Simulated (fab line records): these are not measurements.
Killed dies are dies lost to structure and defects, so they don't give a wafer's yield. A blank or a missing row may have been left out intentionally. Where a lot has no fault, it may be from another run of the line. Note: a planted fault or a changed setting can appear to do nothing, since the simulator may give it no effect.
Problem report, 8D (eight disciplines) form, completed by code / flow n5_finfet / the parts of the form that need people (team, actions taken, sign-off) are left out

## 1. PROBLEM STATEMENT
Wafers without a fault read 1499.8 rpm, standard deviation 0.85; spin_speed_rpm at N5_HKMG_FIN_COAT_41 reads a mean of 1443.1 rpm on 6 wafers belonging to 2 lots. That puts it -67 standard deviations away from the usual mean.
The step: time 60 s, resist thk 300 nm.
First observed at day 7 08:00: wafer L382.2, on litho_track-05. At this step, 18 wafers from 6 lots have a number in the record. By rule, "out" or "out of limits" means more than 4 standard deviations away from the usual mean. The rest of the wafers with a number are treated as sound.

## 2. WHAT IT IS, AND WHAT IT ISN'T
question=which readings at this step | is=spin_speed_rpm | is not=-
question=which lots | is=L382, L383 | is not=L375, L381, L385, L387
question=which wafers of those lots | is=all that have a number | is not=-
question=read on which tools | is=litho_track-05 | is not=litho_track-03, litho_track-04
question=when | is=from day 7 08:00 | is not=up to then (6 sound wafers); but 6 sound wafers of L385, L387 came after

## 3. THE SUSPECTS, EACH WITH WHAT RULES IT OUT
Counting: a tool at any process step up to the reading remains a suspect when it ran all the lots that are out and ran no sound lot after the first of those.
- ald_hk-03 at N5_HKMG_FIN_HK_ALD_01 (deposits HfO2, target thk 1.6 nm, pulse time 3 s, purge time 3 s): kept. It processed each lot that is out, first L382 at day 7 07:16, and no sound lot thereafter; up to then, the last sound lot it processed was L381 at day 7 00:02.
- rtp_anneal-01 at N5_HKMG_FIN_HK_ANNEAL_02 (time 30 s): ruled out as a lasting fault. After its first lot that is out, L382 (day 7 07:29), sound lots L385 ran on it.
- ald_hk-01 at N5_HKMG_FIN_ALD_74 (deposits La2O3, target thk 0.5 nm, pulse time 6 s, co reactant pulse time 1 s): kept. It ran every lot that is out, first L382 (day 7 07:40), and no sound lot after that.
- ald_hk-01 at N5_HKMG_FIN_ALD_75 (deposits Al2O3, target thk 1 nm, co reactant pulse time 1 s): kept. It ran every lot that is out, first L382 (day 7 07:50), and no sound lot after that.
- litho_track-05 at N5_HKMG_FIN_COAT_41 (time 60 s, resist thk 300 nm): kept. It processed each lot that is out, first L382 at day 7 08:00, and no sound lot thereafter; up to then, the last sound lot it processed was L381 at day 7 00:44. Out on those wafers are its own readings of spin_speed_rpm.
Left after counting: ald_hk-03 at N5_HKMG_FIN_HK_ALD_01, ald_hk-01 at N5_HKMG_FIN_ALD_74, ald_hk-01 at N5_HKMG_FIN_ALD_75, litho_track-05 at N5_HKMG_FIN_COAT_41.

## 4. THE CAUSE (what the simulator had put in)
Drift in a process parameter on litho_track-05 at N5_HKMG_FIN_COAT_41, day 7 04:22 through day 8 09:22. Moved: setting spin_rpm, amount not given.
4 suspects survive the count, and this tool is in that group.

## 5. THE EFFECT CHAIN, in route order
Each row: a reading whose mean over the struck wafers that have a number lies more than 3 standard deviations from the usual. Only readings for which the record gives a usual standard deviation are gone through. hours: the time from each lot's start at the first step in this table that gives one to its start at this step, as a median over the lots. sigmas: the change in usual standard deviations.
hours=0; step=N5_HKMG_FIN_COAT_41; reading=spin_speed_rpm; usual=1499.8 rpm; on struck wafers=1443.1; change=-56.7; sigmas=-67
Here are the process steps it includes:
- N5_HKMG_FIN_COAT_41: time 60 s, resist thk 300 nm.
Later measuring or inspecting steps at which every struck wafer that the step has a row for has a number for every such reading, and none has moved that far: N5_BEOL_M4_RC_MEAS_101.

## 6. WHAT WOULD HAVE CAUGHT IT SOONER
First out-of-limits reading in this record: day 7 08:00, which is 4 hours after fault onset at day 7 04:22.
